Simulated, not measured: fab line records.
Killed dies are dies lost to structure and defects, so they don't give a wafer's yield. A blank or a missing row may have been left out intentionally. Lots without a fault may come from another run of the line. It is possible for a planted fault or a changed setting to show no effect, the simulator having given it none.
Which tool did it?	flow nand harc	69 wafers from 23 lots sampled at 6 of the route's 1159 steps

## WHAT THE GAUGES SHOWED, per wafer
No reading from a measuring or inspecting step in the record can be judged against a usual standard deviation.

## EACH LOT AND THE TOOL THAT RAN IT (in order: tool; ch and the chambers of the sampled wafers; start)
lot	NHARC_A_STAIRCASE_ETCH_15	NHARC_A_STAIRCASE_ETCH_23	NHARC_A_STAIRCASE_ETCH_188	NHARC_A_STAIRCASE_DESCUM_219	NHARC_A_STAIRCASE_DEP_259	NHARC_A_STAIRCASE_ETCH_452
L075	rie diel-05 ch 2,3, day 11 11:08 or earlier	rie diel-05 ch 0,2,3, day 11 11:08 or earlier	rie diel-05 ch 0,2,3, day 11 11:08 or earlier	rie diel-13 ch 0,2,3, day 11 11:08	pecvd-02 ch 1,2, day 11 17:51	rie diel-05 ch 0,2,3, no start
L076	rie diel-13 ch 0,2,3, day 11 11:17 or earlier	rie diel-13 ch 0,1,3, day 11 11:17 or earlier	rie diel-13 ch 0,1,3, day 11 11:17 or earlier	rie diel-09 ch 1,2,3, day 11 11:17	pecvd-01 ch 1,2, day 11 19:40	rie diel-05 ch 0,1,3, no start
L074	rie diel-13 ch 0,1,2, day 11 23:34 or earlier	rie diel-05 ch 1,2,3, day 11 23:34 or earlier	rie diel-05 ch 0,1,2, day 11 23:34 or earlier	rie diel-05 ch 0,2,3, day 11 23:34	pecvd-02 ch 0,1, day 12 06:56	rie diel-05 ch 0,1,2, no start
L079	rie diel-05 ch 0,2,3, day 12 05:09 or earlier	rie diel-05 ch 0,1,2, day 12 05:09 or earlier	rie diel-09 ch 0,2,3, day 12 05:09 or earlier	rie diel-13 ch 0,2,3, day 12 05:09	pecvd-01 ch 1,2, day 12 12:22	rie diel-09 ch 0,2,3, no start
L078	rie diel-05 ch 1,3, day 12 05:01 or earlier	rie diel-05 ch 0,1,2, day 12 05:01 or earlier	rie diel-05 ch 1,3, day 12 05:01 or earlier	rie diel-09 ch 0,1,2, day 12 05:01	pecvd-04 ch 0,2, day 12 14:11	rie diel-09 ch 0,1, no start
L080	rie diel-05 ch 0,2,3, day 13 03:06 or earlier	rie diel-09 ch 1,2,3, day 13 03:06 or earlier	rie diel-13 ch 0,1,2, day 13 03:06 or earlier	rie diel-05 ch 0,1,3, day 13 03:06	pecvd-02 ch 0,2, day 13 10:20	rie diel-09 ch 1,2,3, no start
L082	rie diel-09 ch 0,2,3, day 13 03:16 or earlier	rie diel-09 ch 1,2,3, day 13 03:16 or earlier	rie diel-05 ch 0,2,3, day 13 03:16 or earlier	rie diel-13 ch 0,1,3, day 13 03:16	pecvd-01 ch 0,1,2, day 13 11:36	rie diel-05 ch 0,1,3, no start
L081	rie diel-05 ch 0,1,2, day 13 04:38 or earlier	rie diel-13 ch 1,2, day 13 04:38 or earlier	rie diel-09 ch 0,1, day 13 04:38 or earlier	rie diel-13 ch 1,2, day 13 04:38	pecvd-02 ch 0,1,2, day 13 15:13	rie diel-13 ch 0,1, no start
L083	rie diel-13 ch 2,3, day 13 06:06 or earlier	rie diel-09 ch 0,3, day 13 06:06 or earlier	rie diel-05 ch 2,3, day 13 06:06 or earlier	rie diel-05 ch 0,3, day 13 06:06	pecvd-02 ch 0,1,2, day 13 18:54	rie diel-05 ch 0,3, no start
L084	rie diel-09 ch 0,1, day 13 05:20 or earlier	rie diel-13 ch 0,1, day 13 05:20 or earlier	rie diel-05 ch 0,1,2, day 13 05:20 or earlier	rie diel-05 ch 0,2, day 13 05:20	pecvd-04 ch 0,1,2, day 13 17:08	rie diel-13 ch 1,2,3, no start
L088	rie diel-13 ch 0,2,3, day 14 04:02 or earlier	rie diel-13 ch 0,1,3, day 14 04:02 or earlier	rie diel-05 ch 0,3, day 14 04:02 or earlier	rie diel-09 ch 0,2, day 14 04:02	pecvd-01 ch 0,2, day 14 12:00	rie diel-09 ch 0,1,3, no start
L085	rie diel-05 ch 0,1, day 14 04:19 or earlier	rie diel-05 ch 0,1,3, day 14 04:19 or earlier	rie diel-09 ch 0,1,2, day 14 04:19 or earlier	rie diel-13 ch 2,3, day 14 04:19	pecvd-02 ch 0,1,2, day 14 13:08	rie diel-05 ch 0,1,3, no start
L086	rie diel-05 ch 1,3, day 14 09:07 or earlier	rie diel-09 ch 0,1,2, day 14 09:07 or earlier	rie diel-05 ch 0,2,3, day 14 09:07 or earlier	rie diel-13 ch 0,2,3, day 14 09:07	pecvd-01 ch 1,2, day 14 17:31	rie diel-13 ch 2,3, no start
L087	rie diel-09 ch 1,2, day 14 16:59 or earlier	rie diel-09 ch 0,1,2, day 14 16:59 or earlier	rie diel-05 ch 0,2,3, day 14 16:59 or earlier	rie diel-05 ch 0,3, day 14 16:59	pecvd-04 ch 0,2, day 15 01:27	rie diel-05 ch 1,3, no start
L090	rie diel-13 ch 0,2, day 14 22:02 or earlier	rie diel-09 ch 0,2,3, day 14 22:02 or earlier	rie diel-09 ch 0,1,3, day 14 22:02 or earlier	rie diel-05 ch 0,1, day 14 22:02	pecvd-01 ch 0,1,2, day 15 04:53	rie diel-13 ch 1,2, no start
L089	rie diel-13 ch 0,1,3, day 14 22:15 or earlier	rie diel-05 ch 0,1,2, day 14 22:15 or earlier	rie diel-05 ch 0,1,3, day 14 22:15 or earlier	rie diel-05 ch 0,1, day 14 22:15	pecvd-01 ch 0,1, day 15 05:04	rie diel-13 ch 0,1,2, no start
L091	rie diel-13 ch 0,1, day 15 06:55 or earlier	rie diel-13 ch 0,3, day 15 06:55 or earlier	rie diel-09 ch 0,1,3, day 15 06:55 or earlier	rie diel-09 ch 1,3, day 15 06:55	pecvd-04 ch 1,2, day 15 15:10	rie diel-13 ch 0,1, no start
L092	rie diel-09 ch 0,3, day 15 07:09 or earlier	rie diel-05 ch 0,1,2, day 15 07:09 or earlier	rie diel-13 ch 0,3, day 15 07:09 or earlier	rie diel-09 ch 2,3, day 15 07:09	pecvd-01 ch 0,1,2, day 15 17:00	rie diel-05 ch 0,1,2, no start
L093	rie diel-09 ch 0,1,2, day 15 12:51 or earlier	rie diel-09 ch 0,1, day 15 12:51 or earlier	rie diel-13 ch 0,1,3, day 15 12:51 or earlier	rie diel-09 ch 0,1,2, day 15 12:51	pecvd-04 ch 1,2, day 15 20:01	rie diel-13 ch 0,2, no start
L094	rie diel-09 ch 1,2, day 15 23:04 or earlier	rie diel-05 ch 1,2,3, day 15 23:04 or earlier	rie diel-05 ch 1,2,3, day 15 23:04 or earlier	rie diel-05 ch 2,3, day 15 23:04	pecvd-04 ch 0,1, day 16 08:46	rie diel-05 ch 0,1, no start
L095	rie diel-13 ch 2,3, day 16 06:19 or earlier	rie diel-05 ch 0,2,3, day 16 06:19 or earlier	rie diel-05 ch 0,2, day 16 06:19 or earlier	rie diel-13 ch 1,2,3, day 16 06:19	pecvd-04 ch 0,1, day 16 16:23	rie diel-05 ch 0,2,3, no start
L096	rie diel-13 ch 0,2,3, day 16 11:53 or earlier	rie diel-13 ch 0,2,3, day 16 11:53 or earlier	rie diel-05 ch 0,1,3, day 16 11:53 or earlier	rie diel-05 ch 1,2,3, day 16 11:53	pecvd-01 ch 0,1,2, day 16 23:47	rie diel-09 ch 1,2,3, no start
L097	rie diel-13 ch 1,2,3, day 16 22:07 or earlier	rie diel-13 ch 1,2, day 16 22:07 or earlier	rie diel-13 ch 1,2,3, day 16 22:07 or earlier	rie diel-05 ch 0,2, day 16 22:07	pecvd-01 ch 0,1,2, day 17 05:26	rie diel-05 ch 0,1, no start
- NHARC_A_STAIRCASE_ETCH_15: etches the open film in C4F8/O2, target depth 100 nm, time 40.5 s.
- NHARC_A_STAIRCASE_ETCH_23: etches the open film in C4F8/O2, target depth 100 nm, time 40.5 s.
- NHARC_A_STAIRCASE_ETCH_188: etches the open film in C4F8/O2, target depth 100 nm, time 40.5 s.
- NHARC_A_STAIRCASE_DESCUM_219: chemistry O2, time 3 s.
- NHARC_A_STAIRCASE_DEP_259: deposits SiON, target thk 30 nm.
- NHARC_A_STAIRCASE_ETCH_452: etches the open film in CF4/O2, target depth 30 nm, overetch 3 nm, time 16.5 s.

## WHAT THE TOOLS THEMSELVES READ (means of the sampled wafers that have a number; where no wafer has one, the mark that the record gives instead)
NHARC_A_STAIRCASE_ETCH_15. Usual: oes product au 0.940 a.u., standard deviation 0.014; rf fwd power W 591.7 W, standard deviation 2.5; rf vpp V 896 V, standard deviation 4.8.
lot	tool	oes product au (a.u.)	rf fwd power W (W)	rf vpp V (V)	flag
L075	rie diel-05	0.941	593.9	895	
L076	rie diel-13	0.933	594.3	896	
L074	rie diel-13	0.934	591.3	894	
L079	rie diel-05	0.937	593.0	893	
L078	rie diel-05	0.925	590.8	893	
L080	rie diel-05	0.944	591.9	893	
L082	rie diel-09	0.937	589.1	898	
L081	rie diel-05	0.948	590.8	895	
L083	rie diel-13	0.945	592.5	901	
L084	rie diel-09	0.937	592.4	900	
L088	rie diel-13	0.939	592.0	896	
L085	rie diel-05	0.938	589.7	896	
L086	rie diel-05	0.939	589.0	894	
L087	rie diel-09	0.962	588.8	899	
L090	rie diel-13	0.922	591.6	896	
L089	rie diel-13	0.928	591.8	895	
L091	rie diel-13	0.926	593.0	890	
L092	rie diel-09	0.940	592.1	900	
L093	rie diel-09	0.968	590.0	900	
L094	rie diel-09	0.943	588.2	898	
L095	rie diel-13	0.936	593.4	900	
L096	rie diel-13	0.924	594.9	895	
L097	rie diel-13	0.930	591.1	899	

NHARC_A_STAIRCASE_ETCH_23. Usual: oes product au 0.943 a.u., standard deviation 0.014; rf fwd power W 591.5 W, standard deviation 3; rf vpp V 896 V, standard deviation 4.5.
lot	tool	oes product au (a.u.)	rf fwd power W (W)	rf vpp V (V)	flag
L075	rie diel-05	0.960	593.9	893	
L076	rie diel-13	0.948	593.6	896	
L074	rie diel-05	0.933	589.4	896	
L079	rie diel-05	0.937	592.7	896	
L078	rie diel-05	0.945	591.1	896	
L080	rie diel-09	0.932	590.5	898	
L082	rie diel-09	0.942	590.0	898	
L081	rie diel-13	0.940	590.2	900	
L083	rie diel-09	0.948	593.4	900	
L084	rie diel-13	0.936	593.0	892	
L088	rie diel-13	0.934	592.9	895	
L085	rie diel-05	0.950	590.3	893	
L086	rie diel-09	0.933	588.7	900	
L087	rie diel-09	0.937	591.7	899	
L090	rie diel-09	0.961	590.0	899	
L089	rie diel-05	0.955	591.0	896	
L091	rie diel-13	0.946	593.4	896	
L092	rie diel-05	0.977	591.9	895	
L093	rie diel-09	0.941	590.0	899	
L094	rie diel-05	0.950	590.2	895	
L095	rie diel-05	0.935	592.5	893	
L096	rie diel-13	0.939	594.2	895	
L097	rie diel-13	0.936	590.3	897	

NHARC_A_STAIRCASE_ETCH_188. Usual: oes product au 0.939 a.u., standard deviation 0.014; rf fwd power W 591.3 W, standard deviation 3; rf vpp V 896 V, standard deviation 4.6.
lot	tool	oes product au (a.u.)	rf fwd power W (W)	rf vpp V (V)	flag
L075	rie diel-05	0.934	591.9	892	
L076	rie diel-13	0.956	593.8	896	
L074	rie diel-05	0.944	590.8	896	
L079	rie diel-09	0.948	591.9	899	
L078	rie diel-05	0.932	589.2	896	
L080	rie diel-13	0.918	589.3	895	
L082	rie diel-05	0.959	593.9	893	
L081	rie diel-09	0.947	591.4	901	
L083	rie diel-05	0.938	591.4	895	
L084	rie diel-05	0.955	592.7	896	
L088	rie diel-05	0.931	592.7	890	
L085	rie diel-09	0.927	589.9	900	
L086	rie diel-05	0.961	593.3	893	
L087	rie diel-05	0.929	593.1	892	
L090	rie diel-09	0.934	592.8	899	
L089	rie diel-05	0.948	593.3	893	
L091	rie diel-09	0.937	592.3	900	
L092	rie diel-13	0.938	592.9	894	
L093	rie diel-13	0.923	593.3	896	
L094	rie diel-05	0.928	589.4	895	
L095	rie diel-05	0.938	593.0	894	
L096	rie diel-05	0.954	591.6	892	
L097	rie diel-13	0.936	591.6	900	

NHARC_A_STAIRCASE_DESCUM_219. Usual: drypump motor current A 5.8 A, standard deviation 0.6; oes product au 1.000 a.u., standard deviation 0.011; rf vpp V 57.8 V, standard deviation 0.91; showerhead plenum p Torr 1.91 Torr, standard deviation 0.074; throttle valve pct 11.310 %, standard deviation 0.0099.
lot	tool	drypump motor current A (A)	oes product au (a.u.)	rf vpp V (V)	showerhead plenum p Torr (Torr)	throttle valve pct (%)	flag
L075	rie diel-13	5.7	0.994	57.1	1.92	11.316	
L076	rie diel-09	5.5	0.987	58.3	1.96	11.320	
L074	rie diel-05	6.2	1.009	57.8	1.86	11.302	
L079	rie diel-13	5.7	0.994	56.8	1.92	11.306	
L078	rie diel-09	5.7	1.005	58.0	1.98	11.309	
L080	rie diel-05	6.1	1.006	58.2	1.87	11.311	
L082	rie diel-13	5.8	0.991	58.6	1.90	11.311	
L081	rie diel-13	6.1	0.989	58.3	1.96	11.306	
L083	rie diel-05	6.5	1.003	58.0	1.82	11.299	
L084	rie diel-05	5.7	1.017	57.5	1.90	11.314	
L088	rie diel-09	5.7	1.008	58.8	1.97	11.318	
L085	rie diel-13	5.3	1.001	58.6	1.99	11.307	
L086	rie diel-13	5.7	0.993	58.4	1.92	11.311	
L087	rie diel-05	6.6	0.999	57.0	1.81	11.315	
L090	rie diel-05	6.1	1.006	58.3	1.87	11.302	
L089	rie diel-05	6.1	1.001	57.8	1.87	11.311	
L091	rie diel-09	5.1	1.000	57.0	1.94	11.310	
L092	rie diel-09	5.1	1.001	57.6	1.93	11.310	
L093	rie diel-09	5.7	1.002	57.4	1.97	11.311	
L094	rie diel-05	6.2	1.000	57.7	1.85	11.314	
L095	rie diel-13	5.8	0.995	58.5	1.96	11.315	
L096	rie diel-05	5.7	0.990	57.4	1.90	11.316	
L097	rie diel-05	5.7	1.002	57.2	1.89	11.308	

NHARC_A_STAIRCASE_DEP_259. Usual: heater power outer w 419 W, standard deviation 68; heater power w 705 W, standard deviation 100; rf fwd power W 348.7 W, standard deviation 1.2.
lot	tool	heater power outer w (W)	heater power w (W)	rf fwd power W (W)	flag
L075	pecvd-02	409	658	347.4	
L076	pecvd-01	400	642	348.6	
L074	pecvd-02	352	628	347.6	
L079	pecvd-01	474	759	348.5	
L078	pecvd-04	420	690	349.1	
L080	pecvd-02	433	710	346.1	
L082	pecvd-01	425	713	349.2	
L081	pecvd-02	362	631	348.9	
L083	pecvd-02	382	657	347.3	
L084	pecvd-04	431	707	348.8	
L088	pecvd-01	498	834	349.9	
L085	pecvd-02	391	677	348.1	
L086	pecvd-01	415	674	349.4	
L087	pecvd-04	430	705	350.2	
L090	pecvd-01	431	719	348.8	
L089	pecvd-01	358	622	349.3	
L091	pecvd-04	488	781	347.6	
L092	pecvd-01	397	689	348.3	
L093	pecvd-04	447	734	348.1	
L094	pecvd-04	441	728	350.0	
L095	pecvd-04	456	741	349.1	
L096	pecvd-01	401	692	349.6	
L097	pecvd-01	434	736	348.4	

NHARC_A_STAIRCASE_ETCH_452. Usual: drypump motor current A 5.8 A, standard deviation 0.61; oes product au 0.999 a.u., standard deviation 0.012; rf fwd power W 293.5 W, standard deviation 1.4; rf vpp V 197.7 V, standard deviation 1.3; showerhead plenum p Torr 1.33 Torr, standard deviation 0.049; throttle valve pct 13.397 %, standard deviation 0.0088.
lot	tool	drypump motor current A (A)	oes product au (a.u.)	rf fwd power W (W)	rf vpp V (V)	showerhead plenum p Torr (Torr)	throttle valve pct (%)	flag
L075	rie diel-05	6.1	1.010	292.5	196.7	1.30	13.404	
L076	rie diel-05	6.1	0.996	293.6	197.2	1.31	13.397	
L074	rie diel-05	5.7	1.007	292.8	197.5	1.33	13.393	
L079	rie diel-09	5.3	1.001	293.5	198.2	1.37	13.398	
L078	rie diel-09	5.7	0.998	292.8	199.2	1.39	13.396	
L080	rie diel-09	5.4	0.990	292.9	198.6	1.36	13.397	
L082	rie diel-05	6.1	1.004	293.2	196.4	1.30	13.392	
L081	rie diel-13	6.2	0.999	295.1	197.0	1.27	13.409	
L083	rie diel-05	6.6	1.000	293.1	196.5	1.27	13.399	
L084	rie diel-13	5.8	0.994	294.3	199.6	1.37	13.395	
L088	rie diel-09	5.4	0.993	294.3	197.8	1.37	13.403	
L085	rie diel-05	6.1	1.009	293.4	197.4	1.30	13.393	
L086	rie diel-13	5.7	0.988	292.7	197.9	1.38	13.396	
L087	rie diel-05	6.2	1.002	293.0	198.6	1.30	13.401	
L090	rie diel-13	6.2	0.998	292.7	198.5	1.35	13.396	
L089	rie diel-13	6.2	0.991	294.3	196.9	1.32	13.399	
L091	rie diel-13	6.3	0.989	294.1	197.3	1.31	13.393	
L092	rie diel-05	5.7	1.010	293.5	196.9	1.33	13.395	
L093	rie diel-13	6.0	0.976	293.7	197.6	1.33	13.394	
L094	rie diel-05	5.6	0.994	294.1	197.9	1.33	13.395	
L095	rie diel-05	6.1	0.999	293.3	196.9	1.29	13.388	
L096	rie diel-09	5.4	1.005	291.8	197.6	1.35	13.400	
L097	rie diel-05	6.1	0.988	294.0	197.2	1.30	13.401	

## THE ANSWER, worked out from the rows above alone
Rule: a lot counts as off when the mean over its wafers that have a number is more than 3 standard deviations away from the usual mean. Also off: a lot with no number at a reading for which 4 or more lots have one. Any other lot the step has rows for is counted as sound. The gauges are gone through in route order, then the tools' own readings, and for those a lot's mean is taken as printed above. The first step at which some lot is off is used, and at that step the reading that is off furthest; a lot without a number counts as furthest.
No lot is off on any of the readings shown, so nothing can be concluded from this.

## WHAT HAD BEEN PUT IN BY THE SIMULATOR
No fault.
